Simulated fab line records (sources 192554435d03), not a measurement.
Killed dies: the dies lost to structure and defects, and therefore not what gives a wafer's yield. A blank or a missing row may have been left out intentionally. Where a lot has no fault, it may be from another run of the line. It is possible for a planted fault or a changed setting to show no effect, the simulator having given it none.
Problem report in the 8D (eight disciplines) form, filled by code ; flow n5 finfet ; the parts of the form that need people (team, actions taken, sign-off) are left out

== 1. THE PROBLEM ==
Wafers without a fault read 14, standard deviation 5.7; killed_at_M4_up at N5_PASSIVATION_PROBE_49 reads a mean of 63 on 2 wafers belonging to 2 lots. That puts it +8.6 standard deviations away from the usual mean.
First observed at day 14 21:38: wafer L212.3, on prober-02. The record holds 6 wafers of 2 lots with a number at this step. The rule behind "out" and "out of limits": a value lying over 4 standard deviations away from the usual mean. The rest of the wafers with a number are treated as sound.

== 2. WHAT IT IS, AND WHAT IT ISN'T ==
question;is;is not
which readings at this step;killed_at_M4_up;killed_at_M0_to_M3, killed at contacts, killed at front end, killed open, killed short, sort_bin_6_memory
which lots;L212, L214;-
which wafers of those lots;L212.3, L214.3;L212.5, L212.6, L214.1, L214.2
read on which tools;prober-01, prober-02;-
when;from day 14 21:38;"up to then (0 sound wafers); but 4 sound wafers of L212, L214 came after"

== 3. WHAT RULES OUT EACH SUSPECT ==
Counting: a tool at a process step up to the reading stays a suspect if it ran every lot that is out. Sound lots after the first of them don't rule it out here, since some wafers of a struck lot are sound.
- rie diel-05 at N5_BEOL_M4_ETCH_70 (etches SOC in N2/H2, target depth 80 nm, overetch 24 nm, time 130 s): kept. It ran every lot that is out, first L212 (day 10 00:31).
- rie diel-05, N5_BEOL_M4_ETCH_70: wafers that are out in chamber 0, sound lot-mates in chambers 1, 2, 3.
After counting, what remains is rie diel-05 at N5_BEOL_M4_ETCH_70.

== 4. THE CAUSE (what the simulator had put in) ==
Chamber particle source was rie diel-05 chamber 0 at N5_BEOL_M4_ETCH_70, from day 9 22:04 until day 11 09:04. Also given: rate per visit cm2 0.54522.
Counting left only this tool.

== 5. THE CHAIN OF EFFECTS, in route order ==
Each row: a reading where the mean over the struck wafers with a number is more than 3 standard deviations away from the usual. Only readings for which the record gives a usual standard deviation are gone through. hours: the time from each lot's start at the first step in this table that gives one to its start at this step, as a median over the lots. sigmas: the change in usual standard deviations.
hours;step;reading;usual;on struck wafers;change;sigmas
0;N5_PASSIVATION_PROBE_49;killed_at_M4_up;14;63;+49;+8.6
0;N5_PASSIVATION_PROBE_49;killed on rim;14;32;+18;+4.2
Its process steps:
- N5_PASSIVATION_PROBE_49

== 6. WHAT WOULD HAVE CAUGHT IT SOONER ==
The fault began at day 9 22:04; the first out-of-limits reading in this record came at day 14 21:38, 120 hours later.
Tool readings at N5_BEOL_M4_ETCH_70 with a usual standard deviation given in the record: none out on any struck wafer, hence no alarm at a limit of 4 standard deviations on them.
By day 14 21:38, every lot that is out (2) had started N5_BEOL_M4_ETCH_70 on rie diel-05. Had the tool been put on hold then, not one of them would have been saved.
